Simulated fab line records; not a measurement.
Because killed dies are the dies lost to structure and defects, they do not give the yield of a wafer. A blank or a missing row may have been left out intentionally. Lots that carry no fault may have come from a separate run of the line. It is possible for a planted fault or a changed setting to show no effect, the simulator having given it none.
A lot that was struck, set against a sound lot | flow n5 finfet | 13 steps out of a route of 1938
Sound: these wafers, L823.2, L823.3, L823.6. Wafers struck: L810.2, L810.4, L810.6. The cause is given at the end.
Each step with rows lists, per side, the tool, then ch with its chambers, then its first start. Under that, the readings that differ: sound wafers | struck wafers | difference of the means | sigmas: that difference in standard deviations of wafers without a fault.
alike: readings whose means differ by less than 2 such deviations, and words and numbers that are the same on both sides. not compared: withheld readings, readings that some wafer has no value for, bounds like >300 that may hide the same value, and numbers for which the record gives no deviation and whose values overlap.
Wherever a step has rows on one side only, a row that says differs or no value, or a row with sigmas, the two part there. When numbers do not overlap yet have no deviation, they are printed without sigmas and do not part them. A reading missing from all wafers of one side parts the sides only when that side holds two or more wafers.

first, 9 steps without rows for these wafers: N5_BEOL_M0_SAQP_EXPOSE_37 (exposes mask M0 CUT1, target cd 30 nm); N5_BEOL_M0_SAQP_PEB_38 (peb time 60 s); N5_BEOL_M0_SAQP_DEVELOP_39 (develop time 30 s); N5_BEOL_M0_SAQP_DESCUM_45 (chemistry O2, time 7 s); N5_BEOL_M0_SAQP_ETCH_88 (etches underlayer in N2/H2, target depth 6.5 nm, time 5.2 s); N5_BEOL_M0_SAQP_ETCH_73 (etches SiARC in CF4, target depth 19.5 nm, time 32.5 s); N5_BEOL_M0_SAQP_CUT_ETCH_46 (etches SOC in N2/H2, target depth 135 nm, overetch 27 nm, time 202.5 s); N5_BEOL_M0_SAQP_STRIP_74 (strips in N2/H2); N5_BEOL_M0_SAQP_STRIP_89 (strips in N2/H2).
N5_BEOL_M0_SAQP_ALD_48: deposits SiO2, target thk 20 nm, pulse time 1 s, co reactant pulse time 1 s.
  sound on ald sin-03 ch 0,2,3, day 11 18:18; struck on ald sin-02 ch 0,3, day 8 05:38
  no value came back on the struck wafers for any of 7 readings (ald cycles, chamber pressure Torr (Torr) and others); on the sound wafers ald cycles reads 139 139 139
  not compared: since wet clean h
then, 1 step without rows for these wafers: N5_BEOL_M0_SAQP_ETCH_49 (etches SiO2 in CF4/O2, target depth 37 nm).
N5_BEOL_M4_RC_MEAS_101:
  the record has rows for the sound wafers here (prober-01 ch 0, day 14 20:13) and none for the struck ones
-- record jumps: 7 days separate the struck wafers' starts on either side; left off in module BEOL_M4, taken up again in module PASSIVATION, whose first shown step is the route's number 1936 --
N5_PASSIVATION_PROBE_49:
  record: rows for the struck wafers here (prober-01, day 15 07:37), none for the sound ones

WHERE THEY PART
At N5_BEOL_M0_SAQP_ALD_48 first; at N5_PASSIVATION_PROBE_49 last (within this record only).

WHY: what had been put in by the simulator
Beginning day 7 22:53, the whole step at N5_BEOL_M0_SAQP_ALD_48 was skipped on ald sin-02. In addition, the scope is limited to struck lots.
